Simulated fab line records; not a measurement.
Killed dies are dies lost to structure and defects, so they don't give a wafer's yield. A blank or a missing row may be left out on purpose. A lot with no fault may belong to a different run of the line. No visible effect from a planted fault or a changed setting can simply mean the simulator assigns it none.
Split-lot trial | flow n5 finfet | 21 wafers read across 7 lots, on a route 1938 steps long

SPLIT DETAILS
At N5_BEOL_M7_COAT_05 (resist thk 90 nm), the setting spin rpm was moved away from the recipe's 1500 rpm on 7 of the 21 wafers read, by -9.6% to +10.1%. This setting was run at the recipe's value on the other wafers.

FROM THE SPLIT TO THE READING: what the file shows between them, 4 steps
- N5_BEOL_M7_EBR_07
- N5_BEOL_M7_SOFTBAKE_06: time 60 s
- N5_BEOL_M7_EXPOSE_08: exposes mask M7
- N5_BEOL_M7_PEB_09: peb time 60 s

THE READING
CAR-ArF_of_BEOL_M7_COAT_05.thk nm (the simulator's own value, which no gauge read), in nm, at N5_BEOL_M7_DEVELOP_10 (develop time 30 s). The file does not state a usual value for it. Across the 14 wafers here that went through the recipe, the average is 88.3 nm and the standard deviation 0.28 nm.

wafer  | tool, chamber at the split | spin rpm as run, rpm | against the recipe | CAR-ArF_of_BEOL_M7_COAT_05.thk nm, nm | against lot-mates on the recipe
L076.1 | litho track-01, 0          | 1500                 | recipe             | 88                                    | -
L076.5 | litho track-01, 0          | 1500                 | recipe             | 88                                    | -
L076.4 | litho track-01, 0          | 1651                 | +10.1%             | 83.8                                  | -4.2
L084.1 | litho track-02, 0          | 1500                 | recipe             | 88.4                                  | -
L084.4 | litho track-02, 0          | 1500                 | recipe             | 88.4                                  | -
L084.5 | litho track-02, 0          | 1500                 | recipe             | 88.2                                  | -
L085.1 | litho track-01, 0          | 1582                 | +5.5%              | 85.6                                  | -2.4
L085.3 | litho track-01, 0          | 1500                 | recipe             | 88                                    | -
L085.5 | litho track-01, 0          | 1582                 | +5.5%              | 85.8                                  | -2.2
L086.2 | litho track-02, 0          | 1585                 | +5.7%              | 86                                    | -2.6
L086.4 | litho track-02, 0          | 1500                 | recipe             | 88.6                                  | -
L086.5 | litho track-02, 0          | 1585                 | +5.7%              | 85.8                                  | -2.8
L088.1 | litho track-01, 0          | 1500                 | recipe             | 88.2                                  | -
L088.4 | litho track-01, 0          | 1500                 | recipe             | 88                                    | -
L088.6 | litho track-01, 0          | 1500                 | recipe             | 88.4                                  | -
L089.2 | litho track-03, 0          | 1500                 | recipe             | 88.8                                  | -
L089.3 | litho track-03, 0          | 1500                 | recipe             | 88.8                                  | -
L089.6 | litho track-03, 0          | 1500                 | recipe             | 88.4                                  | -
L091.1 | litho track-03, 0          | 1500                 | recipe             | 88.6                                  | -
L091.4 | litho track-03, 0          | 1356                 | -9.6%              | 93.4                                  | +4.8
L091.6 | litho track-03, 0          | 1356                 | -9.6%              | 93                                    | +4.4

THE FIT
A straight line over all 21 wafers: CAR-ArF_of_BEOL_M7_COAT_05.thk nm changes by -0.479 nm for each +1% of spin rpm; r = -0.99; the points scatter about the line by 0.28 nm.
The same after taking each lot's own level away (the mean of its wafers on the recipe; 21 wafers): -0.456 nm for each +1%; r = -1.00; scatter 0.18 nm.
On that fit, the largest move of spin rpm shifts the reading by 4.6 nm.
The lots' own levels span 88.00 to 88.67 nm, that is 2.4 times the standard deviation above.
So the lot-to-lot level changes the slope little: the two slopes agree.
Check: for one of the wafers moved furthest among these (+10.1%), held out of the fit, the line's prediction against its lot-mates is -4.68 nm. It came out at -4.2 nm against them.

THESE WAFERS: OTHER SPLITS
Other splits were also applied to these wafers ahead of the reading. Each is held against what the fit with the lots' levels taken away leaves over:
other split on the same wafers            | wafers away from the commonest value | r with CAR-ArF_of_BEOL_M7_COAT_05.thk nm (lot level and that fit taken away)
N5_BEOL_M0_SAQP_SPACER1_ALD_98 ald cycles | 7                                    | -0.33
N5_BEOL_M0_CUTY_ETCH_63 time s            | 6                                    | +0.44
N5_BEOL_M0_ETCH_138 source w              | 7                                    | +0.11
N5_BEOL_M2_COAT_05 spin rpm               | 3                                    | +0.03
N5_BEOL_M2_ETCH_74 source w               | 8                                    | -0.08
N5_BEOL_M3_SPUTTER_81 time s              | 7                                    | -0.16
N5_BEOL_M4_TRENCH_ETCH_37 bias w          | 6                                    | -0.22
N5_BEOL_M5_COAT_71 spin rpm               | 3                                    | -0.12
N5_BEOL_M5_DESCUM_16 time s               | 7                                    | +0.32
N5_BEOL_M6_COAT_71 spin rpm               | 5                                    | +0.14

THE WHOLE CHAIN: every reading that the file lists as answering this split, in the file's order
step                  | what it does      | reading                                                                            | change (the file's fit)               | r (the file's)
N5_BEOL_M7_COAT_05    | resist thk 90 nm  | CAR-ArF_of_BEOL_M7_COAT_05.thk nm (the simulator's own value, which no gauge read) | -0.442 nm for each +1% of the setting | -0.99
N5_BEOL_M7_DEVELOP_10 | develop time 30 s | CAR-ArF_of_BEOL_M7_COAT_05.thk nm (the simulator's own value, which no gauge read) | -0.447 nm for each +1% of the setting | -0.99

FILE'S OWN FIT
CAR-ArF_of_BEOL_M7_COAT_05.thk nm changes by -0.447 nm for each +1% of spin rpm, r = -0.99.
